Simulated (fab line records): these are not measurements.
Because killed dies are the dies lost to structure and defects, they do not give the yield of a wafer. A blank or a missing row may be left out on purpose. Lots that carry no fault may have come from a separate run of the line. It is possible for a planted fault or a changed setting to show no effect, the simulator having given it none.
Matching of chambers :: flow nand-harc :: rie-diel-09 running NHARC_P_STI_ETCH_42: 4 sister chambers
The step etches the open film in N2/H2, target depth 80 nm, overetch 24 nm, time 61 s. 8 wafers are shown with their chamber, then 8 later ones without.

== WAFERS WITH THEIR CHAMBER ==
wafer: L077.6
chamber: 0
showerhead-plenum-p-Torr (Torr): 1.94
drypump-motor-current-A (A): 5.0

wafer: L078.3
chamber: 2
showerhead-plenum-p-Torr (Torr): 1.90
drypump-motor-current-A (A): 6.2

wafer: L078.6
chamber: 3
showerhead-plenum-p-Torr (Torr): 2.11
drypump-motor-current-A (A): 5.6

wafer: L079.3
chamber: 3
showerhead-plenum-p-Torr (Torr): 2.11
drypump-motor-current-A (A): 5.6

wafer: L079.5
chamber: 0
showerhead-plenum-p-Torr (Torr): 1.93
drypump-motor-current-A (A): 5.0

wafer: L082.1
chamber: 2
showerhead-plenum-p-Torr (Torr): 1.90
drypump-motor-current-A (A): 6.3

wafer: L082.5
chamber: 1
showerhead-plenum-p-Torr (Torr): 2.12
drypump-motor-current-A (A): 5.8

wafer: L087.1
chamber: 1
showerhead-plenum-p-Torr (Torr): 2.12
drypump-motor-current-A (A): 5.8

== WAFERS MISSING THEIR CHAMBER ==
wafer: L087.5
showerhead-plenum-p-Torr (Torr): 1.90
drypump-motor-current-A (A): 6.3

wafer: L087.6
showerhead-plenum-p-Torr (Torr): 2.11
drypump-motor-current-A (A): 5.6

wafer: L092.1
showerhead-plenum-p-Torr (Torr): 1.90
drypump-motor-current-A (A): 6.3

wafer: L092.2
showerhead-plenum-p-Torr (Torr): 2.11
drypump-motor-current-A (A): 5.6

wafer: L092.5
showerhead-plenum-p-Torr (Torr): 1.90
drypump-motor-current-A (A): 6.2

wafer: L093.2
showerhead-plenum-p-Torr (Torr): 2.11
drypump-motor-current-A (A): 5.6

wafer: L093.4
showerhead-plenum-p-Torr (Torr): 2.12
drypump-motor-current-A (A): 5.8

wafer: L093.5
showerhead-plenum-p-Torr (Torr): 1.90
drypump-motor-current-A (A): 6.2

== WHICH CHAMBER EACH WENT THROUGH ==
wafer: L087.5
from the rows above: 2
in truth: 2

wafer: L087.6
from the rows above: 3
in truth: 3

wafer: L092.1
from the rows above: 2
in truth: 2

wafer: L092.2
from the rows above: 3
in truth: 3

wafer: L092.5
from the rows above: 2
in truth: 2

wafer: L093.2
from the rows above: 3
in truth: 3

wafer: L093.4
from the rows above: 1
in truth: 1

wafer: L093.5
from the rows above: 2
in truth: 2
Placed correctly: 8 of 8. Number that these rows cannot place: 0. Placed wrongly: 0.
How it was worked out, from the rows above alone: a wafer's distance from a chamber is the root of the sum, over the readings, of the square of ((its reading less the chamber's mean) divided by the reading's scatter). If the next closest chamber is less than 2 further off than the closest, the wafer can't be placed; otherwise it belongs to the closest. For every chamber, the mean is computed from those of its wafers that are shown. The scatter is the square root of a quotient: the sum, over the shown wafers, of each reading's squared deviation from its chamber's mean, divided by wafers minus chambers.
